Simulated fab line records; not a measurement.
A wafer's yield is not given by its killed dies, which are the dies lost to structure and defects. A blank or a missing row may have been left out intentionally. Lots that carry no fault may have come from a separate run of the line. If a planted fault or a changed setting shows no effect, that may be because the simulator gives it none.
Matching of chambers + flow n5_finfet + ald_metal-01 running N5_HKMG_FIN_ALD_21: 4 sister chambers
The step deposits TiN, target thk 1.5 nm, pulse time 1 s, purge time 3 s. 4 wafers are shown with their chamber, then 7 later ones without.

## WAFERS PAIRED WITH THEIR CHAMBERS
| wafer  | chamber | heater_power_w (W) |
|--------|---------|--------------------|
| L085.5 | 0       | 851                |
| L091.5 | 3       | 821                |
| L093.2 | 2       | 951                |
| L093.4 | 1       | 940                |

## WAFERS WITH NO CHAMBER GIVEN
| wafer  | heater_power_w (W) |
|--------|--------------------|
| L093.6 | 909                |
| L096.1 | 928                |
| L096.4 | 836                |
| L096.5 | 921                |
| L097.1 | 821                |
| L097.3 | 964                |
| L097.6 | 839                |

## CHAMBER TAKEN BY EACH
| wafer  | from the rows above          | in truth |
|--------|------------------------------|----------|
| L093.6 | can't be placed: 1 or 2 or 0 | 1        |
| L096.1 | can't be placed: 1 or 2      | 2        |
| L096.4 | can't be placed: 0 or 3      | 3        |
| L096.5 | can't be placed: 1 or 2      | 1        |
| L097.1 | can't be placed: 3 or 0      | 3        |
| L097.3 | can't be placed: 2 or 1      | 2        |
| L097.6 | can't be placed: 0 or 3      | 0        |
0 of 7 placed correctly. From these rows, 7 cannot be placed; in 7 the true chamber is one of the candidates. Wrongly placed: 0.
How it was worked out, from the rows above alone: a wafer's distance from a chamber is the root of the sum, over the readings, of the square of ((its reading less the chamber's mean) divided by the reading's scatter). The wafer belongs to the nearest chamber; if the next one is less than 2 further off, it can't be placed. Each chamber's mean is taken over the wafers shown for it. The scatter: root of mean squared gap, hidden wafer to nearest shown wafer, with one shown wafer a chamber.
